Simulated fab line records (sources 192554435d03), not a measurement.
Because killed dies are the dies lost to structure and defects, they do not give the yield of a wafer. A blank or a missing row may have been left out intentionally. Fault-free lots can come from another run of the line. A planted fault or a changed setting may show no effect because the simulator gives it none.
Which tool was responsible? | flow n5 finfet | 24 lots, 72 wafers sampled, at 2 steps of a route of 1938

WHAT EACH GAUGE READ, for each wafer
N5_BEOL_M0_SAQP_OVL_MEAS_41. Usual: M0_CUT1_OVL typically reads -0.3 nm, with standard deviation 0.59.
lot  | measured     | on         | M0_CUT1_OVL (nm) | flag
L074 | day 5 15:55  | overlay-02 | -1.5 -0.3 -0.3   |
L075 | day 6 03:47  | overlay-02 | -0.1 0.0 0.1     |
L076 | day 6 07:43  | overlay-01 | -0.2 0.0 -1.0    |
L077 | day 6 11:09  | overlay-01 | 0.1 -0.4 0.3     |
L078 | day 6 17:49  | overlay-02 | 1.3 0.5 -0.1     |
L079 | day 6 20:38  | overlay-02 | -0.3 0.3 0.5     |
L080 | day 7 03:55  | overlay-02 | -0.2 0.1 0.0     |
L081 | day 7 13:09  | overlay-01 | -0.2 -0.3 0.4    |
L082 | day 7 16:04  | overlay-01 | -0.5 -1.5 -0.2   |
L083 | day 7 22:50  | overlay-01 | -0.4 -0.2 -0.8   |
L084 | day 8 02:38  | overlay-01 | 0.3 -1.4 -0.3    |
L085 | day 8 13:53  | overlay-01 | -0.8 -0.5 -1.2   |
L086 | day 8 23:55  | overlay-02 | 0.3 -0.9 0.1     |
L087 | day 9 00:12  | overlay-02 | 0.1 -0.1 -0.2    |
L088 | day 9 06:35  | overlay-01 | 0.6 0.4 -0.4     |
L089 | day 9 12:37  | overlay-02 | -0.1 -0.3 -0.3   |
L090 | day 9 16:39  | overlay-01 | -0.2 1.0 -0.9    |
L091 | day 9 22:43  | overlay-01 | -0.4 0.2 0.3     |
L092 | day 10 03:01 | overlay-02 | -1.0 -1.1 -0.6   |
L093 | day 10 10:20 | overlay-02 | -0.3 0.4 0.3     |
L094 | day 10 16:26 | overlay-02 | -0.4 -2.1 -1.0   |
L095 | day 11 02:14 | overlay-02 | -0.7 -0.8 0.0    |
L096 | day 11 03:45 | overlay-02 | 0.4 -0.9 0.1     |
L097 | day 11 16:14 | overlay-02 | -0.1 0.0 -0.2    |

EACH LOT AND THE TOOL THAT RAN IT (in order: tool; ch and the chambers of the sampled wafers; start)
lot  | N5_BEOL_M0_SAQP_MANDREL2_REMOVE_110
L074 | rie si-01 ch 0,2,3, day 5 15:27
L075 | rie si-06 ch 0,1,2, day 6 03:13
L076 | rie si-06 ch 0,1,3, day 6 07:15
L077 | rie si-06 ch 0,1,3, day 6 10:34
L078 | rie si-01 ch 0,1,3, day 6 17:22
L079 | rie si-03 ch 0,2,3, day 6 20:10
L080 | rie si-06 ch 0,1,2, day 7 03:27
L081 | rie si-06 ch 1,2,3, day 7 12:41
L082 | rie si-06 ch 1,3, day 7 15:29
L083 | rie si-01 ch 2,3, day 7 22:23
L084 | rie si-06 ch 1,3, day 8 02:11
L085 | rie si-01 ch 0,1,3, day 8 13:17
L086 | rie si-03 ch 0,1,2, day 8 23:20
L087 | rie si-06 ch 1,3, day 8 23:45
L088 | rie si-01 ch 0,1, day 9 06:08
L089 | rie si-01 ch 1,3, day 9 12:10
L090 | rie si-01 ch 0,1,3, day 9 16:12
L091 | rie si-01 ch 0,2,3, day 9 22:16
L092 | rie si-06 ch 2,3, day 10 02:22
L093 | rie si-03 ch 0,1, day 10 09:52
L094 | rie si-01 ch 0,1,3, day 10 15:59
L095 | rie si-01 ch 2,3, day 11 01:39
L096 | rie si-03 ch 2,3, day 11 03:09
L097 | rie si-01 ch 0,2,3, day 11 15:46
- N5_BEOL_M0_SAQP_MANDREL2_REMOVE_110: chemistry HBr/Cl2/O2, target a-Si, stops on SiCN, bt time 10 s.

AS READ BY THE TOOLS THEMSELVES (means over the sampled wafers that have a number; for cases with no such wafer, the mark the record gives instead)
N5_BEOL_M0_SAQP_MANDREL2_REMOVE_110. Usual: drypump motor current A 5.7 A, standard deviation 0.49; oes product au 1.006 a.u., standard deviation 0.017; throttle valve pct 36.7 %, standard deviation 0.46.
lot  | tool      | drypump motor current A (A) | oes product au (a.u.) | throttle valve pct (%) | flag
L074 | rie si-01 | 5.7                         | 1.015                 | 36.8                   |
L075 | rie si-06 | 5.7                         | 1.008                 | 37.0                   |
L076 | rie si-06 | 5.9                         | 1.007                 | 36.8                   |
L077 | rie si-06 | 5.9                         | 0.999                 | 36.8                   |
L078 | rie si-01 | 5.5                         | 1.010                 | 36.4                   |
L079 | rie si-03 | 5.6                         | 1.002                 | 36.6                   |
L080 | rie si-06 | 5.8                         | 1.006                 | 37.0                   |
L081 | rie si-06 | 6.1                         | 1.004                 | 36.8                   |
L082 | rie si-06 | 6.2                         | 1.005                 | 36.6                   |
L083 | rie si-01 | 5.6                         | 1.001                 | 37.0                   |
L084 | rie si-06 | 5.6                         | 1.019                 | 36.6                   |
L085 | rie si-01 | 5.5                         | 1.020                 | 36.4                   |
L086 | rie si-03 | 5.5                         | 1.017                 | 36.4                   |
L087 | rie si-06 | 6.2                         | 1.005                 | 36.6                   |
L088 | rie si-01 | 5.2                         | 1.015                 | 36.4                   |
L089 | rie si-01 | 5.6                         | 1.005                 | 36.2                   |
L090 | rie si-01 | 5.5                         | 1.010                 | 36.4                   |
L091 | rie si-01 | 5.7                         | 1.013                 | 36.8                   |
L092 | rie si-06 | 6.5                         | 0.996                 | 36.9                   |
L093 | rie si-03 | 5.4                         | 1.024                 | 36.6                   |
L094 | rie si-01 | 5.5                         | 1.011                 | 36.4                   |
L095 | rie si-01 | 5.6                         | 1.000                 | 37.0                   |
L096 | rie si-03 | 5.7                         | 0.996                 | 36.5                   |
L097 | rie si-01 | 5.7                         | 1.012                 | 36.8                   |

THE ANSWER, worked out from the rows above alone
Rule: lot off if the mean of its wafers having a number is beyond 3 standard deviations from the usual mean. Also off: a lot with no number at a reading for which 4 or more lots have one. All remaining lots with rows at the step are treated as sound. Order of review: gauges by route order, followed by the tools' own readings, for which a lot's mean as printed above is used. The first step at which some lot is off is used, and at that step the reading that is off furthest; a lot without a number counts as furthest.
No lot is off on any of the readings shown, so nothing can be concluded from this.

WHAT THE SIMULATOR HAD PUT IN
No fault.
